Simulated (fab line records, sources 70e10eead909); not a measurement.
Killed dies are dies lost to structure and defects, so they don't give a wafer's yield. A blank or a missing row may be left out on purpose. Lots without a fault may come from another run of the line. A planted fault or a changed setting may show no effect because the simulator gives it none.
One fault seen from 2 desks | flow nand_harc | each desk has only its own numbers; what lay behind them comes last

THE TOOL OWNER'S DESK: har_cap_etch-03
The tool's own readings at NHARC_A_CONTACT_ETCH_138 (etches the open film in C4F8/O2/Ar, time 132 s, target depth 1289 nm): means of the sampled wafers that have a number, for each lot that ran on this tool. A lot is out of limits, marked OUT, if its mean lies more than 4 standard deviations from the usual mean; the brackets give that distance.
Columns: A = chamber_pressure_mTorr at NHARC_A_CONTACT_ETCH_138, usual 20.000 mTorr
lot  | first seen here | A
L782 | day 17 13:04    | 20.009
L783 | day 17 21:23    | 20.003
L785 | day 18 16:31    | 19.997
L792 | day 20 18:39    | 20.000
L794 | day 20 22:37    | 20.001
This desk's finding: nothing out of limits on any of the 5 lots.

THE METROLOGY DESK
What the gauges read, lot by lot, whatever tool the lot ran on: means of the sampled wafers that have a number. A lot is out of limits, marked OUT, if its mean lies more than 4 standard deviations from the usual mean; the brackets give that distance.
Columns: A = thk_nm at NHARC_A_BONDPAD_THK_MEAS_20, usual 170.2 nm; B = cd_nm at NHARC_THIN_TSV_CD_MEAS_12, usual 999.7 nm
lot  | first seen here | A     | B
L778 | day 17 21:52    | 171.1 | 997.8
L782 | day 18 09:32    | 170.3 | 997.5
L783 | day 19 00:54    | 170.3 | 1002.2
L784 | day 19 04:01    | 168.7 | 999.1
L785 | day 19 12:23    | 168.6 | 998.9
L789 | day 21 14:20    | 170.0 | 998.8
L792 | day 22 05:46    | 169.6 | 1000.7
L794 | day 22 17:24    | 169.7 | 1000.8
L796 | day 22 18:40    | 170.2 | 1000.6
L795 | day 22 19:19    | 170.0 | 999.3
L797 | day 22 23:56    | 170.3 | 999.7
L799 | day 23 08:45    | 169.0 | 999.5
L798 | day 23 11:38    | 170.4 | 999.2
This desk's finding: nothing out of limits on any of the 13 lots.

PUT TOGETHER
The tool owner's desk saw nothing out of limits.
The metrology desk saw nothing out of limits.

WHAT THE SIMULATOR HAD PUT IN
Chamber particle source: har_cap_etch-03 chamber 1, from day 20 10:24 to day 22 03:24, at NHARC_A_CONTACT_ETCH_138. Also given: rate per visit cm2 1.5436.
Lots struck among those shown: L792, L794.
